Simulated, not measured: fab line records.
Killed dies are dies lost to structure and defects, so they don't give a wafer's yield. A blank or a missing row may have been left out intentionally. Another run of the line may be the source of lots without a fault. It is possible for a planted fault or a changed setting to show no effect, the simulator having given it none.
Matching of chambers | flow nand harc | NHARC_A_WL_FILL_STRIP_29 on rie diel-09: 4 sister chambers
The step strips in O2, time 20 s. 7 wafers are shown with their chamber, then 7 later ones without.

## WAFERS PAIRED WITH THEIR CHAMBERS
wafer  | chamber | o2 flow sccm (sccm) | oes product au (a.u.)
L077.3 | 3       | 502.2               | 0.992
L079.2 | 1       | 497.2               | 0.986
L085.1 | 0       | 497.1               | 0.994
L085.4 | 2       | 500.4               | 1.015
L085.5 | 0       | 498.4               | 1.002
L088.2 | 1       | 501.2               | 1.017
L088.3 | 2       | 500.6               | 1.006

## WAFERS WHOSE CHAMBER IS MISSING
wafer  | o2 flow sccm (sccm) | oes product au (a.u.)
L088.6 | 500.3               | 1.000
L092.1 | 500.5               | 1.015
L092.3 | 498.0               | 1.004
L092.4 | 499.4               | 0.997
L096.2 | 500.1               | 1.006
L096.4 | 497.6               | 1.003
L096.5 | 500.4               | 0.994

## WHICH CHAMBER EACH ONE RAN IN
wafer  | from the rows above               | in truth
L088.6 | can't be placed: 1 or 2 or 3 or 0 | 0
L092.1 | can't be placed: 2 or 1 or 3 or 0 | 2
L092.3 | can't be placed: 0 or 1 or 2      | 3
L092.4 | can't be placed: 1 or 0 or 2 or 3 | 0
L096.2 | can't be placed: 2 or 1 or 0 or 3 | 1
L096.4 | can't be placed: 0 or 1 or 2      | 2
L096.5 | can't be placed: 1 or 3 or 2 or 0 | 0
Correct placement for 0 of the 7. Not placeable from these rows: 7 (in 6, the candidates include the true chamber). 0 placed wrongly.
How it was worked out, from the rows above alone: a wafer's distance from a chamber is the root of the sum, over the readings, of the square of ((its reading less the chamber's mean) divided by the reading's scatter). If the next closest chamber is less than 2 further off than the closest, the wafer can't be placed; otherwise it belongs to the closest. A chamber's mean is the mean of its shown wafers. The scatter: the root of (the sum of the squares of (reading less its chamber's mean) over the shown wafers, divided by (wafers less chambers)).
